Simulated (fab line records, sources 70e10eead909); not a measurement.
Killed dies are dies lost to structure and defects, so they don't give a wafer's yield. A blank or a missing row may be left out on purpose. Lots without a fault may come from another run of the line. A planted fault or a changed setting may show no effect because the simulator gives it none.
fab line records | flow nand_harc
record lots=13 wafers=37 last_day=24
route steps=1159 shown P_CONTACT@234 P_M0@267 END@1159
lots that met no fault: from a run of the same line without faults
start_h: hours from the record's first day to the start of the lot's first wafer shown | wait_h: hours since the lot's step before | " the same as in the row above | L1.1+2: a row that stands for several wafers | - no value, or no start given | * or withheld: withheld | < > ~ a bound
route shown NAME@n: a module of which the file shows steps, and the number in the route of the first | usual: mean/standard deviation of fault-free wafers | same: alike in all rows | chamber/n: place in a boat | sites: the reading at each site | _std_site: their standard deviation | _edge_site: outer sites' mean less inner sites' | radius_mm: how far each site lies from the wafer's centre | mask NAME#n: copy n | behind: the tool/chamber that last shaped the wafer | hold: why the lot was held/for how many hours/how that ended | device: the transistor (n, p or np) that didn't switch | end of line: the same wafers' tests at the end of the route | a step without rows: its recipe alone | killed: dies lost to structure and defects at the first sort, not the wafer's yield | map: a wafer's dies, x killed, . not, _ none there
set.NAME: the setting as run; set.NAME@STEP: as run at that earlier step | model.NAME: the simulator's own value behind a step, which no gauge read
steps of the route over a sample of lots; a table a step, a row a wafer
services: from which hour (start_h, from the record's first day; less than 0 if before it) a tool's chamber was out of use, for how many hours, and why
## steps
# step NHARC_P_CONTACT_INSPECT_14
# usual raw_defect_count=3.6/2
# columns lot.wafer tool chamber start_h wait_h raw_defect_count
L974.2 defect_inspect-01 - 112.77 0.1 3
L974.3 " - " " 5
L974.6 " - " " 6
L973.3 defect_inspect-01 - 113.15 0.0 5
L973.4 " - " " 7
L973.5 " - " " 4
L976.2 defect_inspect-01 - 121.11 0.0 4
L976.4 " - " " 3
L976.5 " - " " 5
L977.1 defect_inspect-02 - 140.90 0.0 3
L977.2 " - " " 6
L977.6 " - " " 2
L983.1 defect_inspect-01 - 173.02 0.0 3
L983.2 " - " " 3
L983.5 " - " " 5
L985.2 defect_inspect-02 - 184.10 0.0 2
L986.1 defect_inspect-02 - 184.67 0.0 5
L986.2 " - " " 4
L986.4 " - " " 5
L987.3 defect_inspect-02 - 184.87 0.0 3
L987.4 " - " " 3
L987.5 " - " " 1
L991.2 defect_inspect-02 - 217.94 0.0 7
L991.3 " - " " 5
L991.6 " - " " 2
L993.1 defect_inspect-02 - 230.25 0.1 2
L993.3 " - " " 7
L993.6 " - " " 6
L994.2 defect_inspect-02 - 236.38 0.0 0
L994.4 " - " " 3
L994.6 " - " " 6
L995.2 defect_inspect-02 - 241.22 0.0 2
L995.4 " - " " 3
L995.5 " - " " 3
L996.3 defect_inspect-01 - 251.42 0.0 3
L996.4 " - " " 4
L996.5 " - " " 5
# step NHARC_P_CONTACT_CVD_23
# recipe target_thk_a=2000 temp_c=300 pressure_torr=40 wf6_flow_sccm=40 h2_flow_sccm=1600 ar_flow_sccm=1560 time_s=557 material=W
# usual heater_power_w=499/81 throttle_valve_pct=8.0/0.43
# columns lot.wafer tool chamber start_h wait_h heater_power_w throttle_valve_pct
L974.2 cvd_w-02 0 115.06 - 631 8.4
L974.3 " 0 " " 627 8.3
L974.6 " 1 " " 437 7.6
L973.3 cvd_w-02 1 115.69 - 452 7.8
L973.4 " 0 " " 614 8.4
L973.5 " 0 " " 616 8.4
L976.2 cvd_w-02 0 123.29 - 614 8.1
L976.4 " 1 " " 446 7.7
L976.5 " 1 " " 447 7.7
L977.1 cvd_w-01 0 143.15 - 464 7.4
L977.2 " 1 " " 428 8.6
L977.6 " 1 " " 434 8.6
L983.1 cvd_w-02 0 175.17 - 614 8.2
L983.2 " 1 " " 426 8.1
L983.5 " 1 " " 443 8.1
L985.2 cvd_w-01 1 186.66 - 431 8.6
L986.2 cvd_w-02 1 189.02 - 448 7.8
L986.1 " 0 " " 609 8.2
L986.4 " 1 " " 441 7.9
L987.4 cvd_w-02 1 189.74 - 443 7.8
L987.3 " 0 " " 624 8.4
L987.5 " 0 " " 622 8.4
L991.2 cvd_w-02 0 226.48 - 626 8.0
L991.3 " 0 " " 629 8.1
L991.6 " 1 " " 469 7.8
L993.1 cvd_w-02 1 234.84 - 461 7.4
L993.3 " 0 " " 625 8.4
L993.6 " 0 " " 634 8.2
L994.2 cvd_w-02 1 238.48 - 463 7.7
L994.4 " 0 " " 636 8.2
L994.6 " 1 " " 466 7.8
L995.2 cvd_w-01 1 247.43 - 439 8.7
L995.4 " 1 " " 420 8.8
L995.5 " 1 " " 428 8.6
L996.4 cvd_w-02 1 255.58 - 457 7.6
L996.3 " 0 " " 632 8.3
L996.5 " 1 " " 467 7.9
# step NHARC_P_CONTACT_CMP_24
# recipe t_overpolish_s=30 target_thk_nm=200
# usual motor_current_A=11.9/0.84 overpolish_run_s=29.999/0.0091 time_to_endpoint_s=38.9/3
# same t_overpolish_s=30
# columns lot.wafer tool chamber start_h wait_h motor_current_A overpolish_run_s time_to_endpoint_s
L974.2 cmp-03 0 115.64 0.5 12.1 30.031 33.6
L974.3 " 2 " " 10.3 29.992 41.2
L974.6 " 1 " " 13.8 29.992 33.7
L973.4 cmp-04 2 116.18 0.3 11.9 29.998 44.3
L973.3 " 3 " " 11.2 29.998 37.8
L973.5 " 2 " " 12.1 29.995 41.3
L976.4 cmp-04 3 123.84 0.4 11.4 30.005 36.1
L976.2 " 1 " " 11.6 30.009 38.3
L976.5 " 3 " " 10.9 30.009 33.8
L977.1 cmp-01 1 143.82 0.6 11.3 29.998 36.7
L977.2 " 3 " " 11.7 29.988 35.6
L977.6 " 1 " " 11.3 30.014 38.9
L983.1 cmp-01 3 175.82 0.6 11.8 29.989 37.9
L983.2 " 2 " " 12.9 30.013 43.2
L983.5 " 3 " " 11.5 29.998 40.7
L985.2 cmp-03 1 187.32 0.6 14.0 29.987 32.9
L986.2 cmp-01 0 189.67 0.6 11.4 29.998 41.2
L986.4 " 1 " " 11.5 29.996 41.6
L986.1 " 2 " " 13.0 30.005 41.2
L987.3 cmp-04 1 190.21 0.3 11.4 29.984 42.0
L987.4 " 2 " " 11.8 29.999 40.3
L987.5 " 1 " " 11.6 30.017 41.0
L991.3 cmp-04 0 227.17 0.4 12.0 30.003 40.9
L991.2 " 2 " " 12.1 30.000 41.9
L991.6 " 0 " " 11.9 30.009 39.8
L993.1 cmp-04 2 235.49 0.6 12.1 29.993 36.0
L993.3 " 0 " " 11.6 29.989 41.0
L993.6 " 3 " " 10.8 29.996 38.7
L994.2 cmp-03 0 239.13 0.6 12.2 29.986 37.3
L994.4 " 3 " " 11.8 30.008 45.7
L994.6 " 0 " " 12.3 30.001 38.9
L995.2 cmp-04 3 248.12 0.6 10.6 30.002 38.0
L995.4 " 0 " " 11.4 29.987 40.2
L995.5 " 2 " " 12.1 30.005 39.2
L996.4 cmp-04 1 256.10 0.4 11.8 29.986 37.6
L996.3 " 2 " " 12.1 30.000 41.8
L996.5 " 3 " " 11.7 30.001 38.8
# step NHARC_P_M0_ETCH_34
# recipe target_depth_a=400 overetch_a=120 time_s=43.94 ion_energy_ev=200 n2_flow_sccm=150 h2_flow_sccm=150 ar_flow_sccm=0 rf_w=400 bias_w=150 chemistry=N2/H2
# usual drypump_motor_current_A=5.7/0.37 oes_product_au=0.998/0.0099 rf_vpp_V=429.8/2.8 showerhead_plenum_p_Torr=2.02/0.096 throttle_valve_pct=14.172/0.0087
# columns lot.wafer tool chamber start_h wait_h drypump_motor_current_A oes_product_au rf_hours_counter_h rf_vpp_V showerhead_plenum_p_Torr throttle_valve_pct
L974.3 rie_diel-07 1 117.26 0.1 5.6 0.999 4 433.5 2.15 14.162
L974.2 " 2 " " 5.6 1.013 4 429.8 2.01 14.169
L974.6 " 2 " " 5.6 1.011 - 429.5 2.01 14.170
L973.4 rie_diel-09 1 117.74 0.1 6.4 0.973 4 433.5 2.16 14.171
L973.3 " 2 " " 5.2 0.993 3 434.4 2.15 14.167
L973.5 " 1 " " 6.3 0.976 - 435.2 2.16 14.166
L976.4 rie_diel-07 3 125.43 0.1 5.9 1.005 4 427.1 1.92 14.170
L976.2 " 0 " " 5.7 1.001 4 427.6 1.94 14.181
L976.5 " 2 " " 5.6 1.007 - 429.9 2.01 14.164
L977.1 rie_diel-09 1 145.39 0.1 6.4 0.976 5 433.8 2.16 14.162
L977.2 " 3 " " 5.6 1.013 5 428.8 1.97 14.168
L977.6 " 2 " " 5.2 1.001 - 434.0 2.15 14.179
L983.2 rie_diel-02 2 177.40 0.1 5.5 0.996 1 435.7 2.15 14.169
L983.1 " 3 " " 5.5 0.997 1 428.5 2.01 14.172
L983.5 " 2 " " 5.5 0.995 - 433.8 2.15 14.182
L986.1 rie_diel-07 3 191.24 0.1 5.9 1.010 8 427.4 1.92 14.152
L986.4 " 0 " " 5.6 1.000 8 426.5 1.94 14.182
L986.2 " 1 " " 5.6 0.978 8 432.7 2.15 14.169
L985.2 rie_diel-09 1 191.66 0.1 6.4 0.980 8 432.6 2.16 14.156
L987.4 rie_diel-09 3 191.80 0.1 5.6 0.996 9 427.9 1.96 14.155
L987.3 " 0 " " 6.3 1.002 9 429.0 1.95 14.190
L987.5 " 1 " " 6.4 0.979 - 433.2 2.16 14.180
L991.2 rie_diel-09 0 228.73 0.1 6.3 0.995 11 429.1 1.95 14.163
L991.3 " 1 " " 6.4 0.986 10 432.7 2.16 14.169
L991.6 " 0 " " 6.3 1.004 - 427.5 1.95 14.154
L993.3 rie_diel-02 3 237.22 0.2 5.4 0.990 4 428.9 2.01 14.181
L993.1 " 1 " " 6.1 0.982 3 426.9 1.91 14.186
L993.6 " 3 " " 5.4 0.994 - 428.4 2.01 14.167
L994.4 rie_diel-07 3 240.71 0.1 5.9 1.002 0 427.6 1.92 14.170
L994.2 " 0 " " 5.6 1.006 0 427.6 1.93 14.166
L994.6 " 2 " " 5.6 1.002 - 428.4 2.00 14.170
L995.2 rie_diel-07 3 249.65 0.1 5.9 1.003 1 426.7 1.92 14.175
L995.4 " 0 " " 5.6 0.997 1 427.6 1.93 14.175
L995.5 " 1 " " 5.7 0.990 - 433.9 2.15 14.171
L996.3 rie_diel-07 3 257.65 0.1 5.9 1.006 2 427.9 1.92 14.178
L996.4 " 0 " " 5.6 1.011 2 427.0 1.93 14.177
L996.5 " 1 " " 5.7 0.976 - 433.2 2.15 14.169
# step NHARC_END_SORT_01
# recipe temp_c=25
# usual killed_at_array=27/9.9 killed_at_other=0.6/0.84 killed_at_periphery=3.7/2.5 killed_dies=31/9.9 killed_open=3.0/1.6 killed_short=1.9/1.2
# same gross_dies=677
# columns lot.wafer tool chamber start_h wait_h killed_at_array killed_at_other killed_at_periphery killed_dies killed_open killed_short
L985.2 prober-01 0 549.10 2.8 35 0 79 114 4 0
# killed by level:class
L985.2 P_CONTACT:unspecified=77 A_CHANNEL_HOLE_D1:chamber_film_flake=16 A_SLIT:chamber_film_flake=11 A_CONTACT:geometric_particle:open=2 P_STI:chamber_film_flake=2 A_STAIRCASE:chamber_film_flake=2 A_CONTACT:chamber_film_flake=2 A_ONON_D1:geometric_particle:open=1
## services
# columns tool chamber start_h hours kind
rie_diel-02 3 101.31 7.3 repair
cmp-04 - 105.00 4.0 pm
rie_diel-07 0 114.08 3.7 repair
cvd_w-01 - 116.91 13.0 pm
cmp-01 - 138.73 0.3 repair
cmp-03 - 156.09 4.0 pm
cvd_w-01 1 156.09 15.4 repair
rie_diel-07 1 157.23 8.4 repair
cmp-01 - 179.61 4.0 pm
rie_diel-09 2 185.09 3.5 repair
cvd_w-01 - 189.41 1.3 repair
cmp-03 - 192.99 1.1 repair
cvd_w-02 - 200.78 13.0 pm
cmp-04 - 203.00 4.0 pm
rie_diel-09 1 206.67 8.8 repair
cmp-03 - 212.43 3.1 repair
rie_diel-07 - 228.20 9.0 pm
cmp-03 - 230.66 1.6 repair
cmp-04 - 248.48 5.1 repair
rie_diel-09 0 249.41 38.3 repair
cmp-01 - 251.96 0.5 repair
cmp-03 - 254.09 4.0 pm
rie_diel-09 - 254.10 9.0 pm
cmp-01 - 254.54 2.0 repair
## key
first_sign step=NHARC_END_SORT_01 reading=killed_at_periphery direction=up sigmas=30 usual=3.7 struck=79
effect step=NHARC_END_SORT_01 reading=killed_dies direction=up sigmas=8.3 usual=31 struck=114
more_kills_born_at NHARC_P_CONTACT_CVD_23@cvd_w-01=77
met_at NHARC_P_CONTACT_CVD_23
struck_lots L985
struck_wafers L985.2
tester_left_out L985
not_acting_at NHARC_P_CONTACT_INSPECT_14,NHARC_P_CONTACT_CMP_24,NHARC_P_M0_ETCH_34
onset_between 143.15 186.66
fault kind=chamber_particle_source tool=cvd_w-01 chamber=1 onset_h=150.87 steps=NHARC_P_CONTACT_CVD_23 rate_per_visit_cm2=0.72675 end_h=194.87
# tester_left_out: of these lots the tester's yield and bins aren't shown, on N5 and GAA mostly nor the transistor test; their killed dies are dies lost to structure and defects alone, not to doping, threshold or leakage, so they don't give the yield
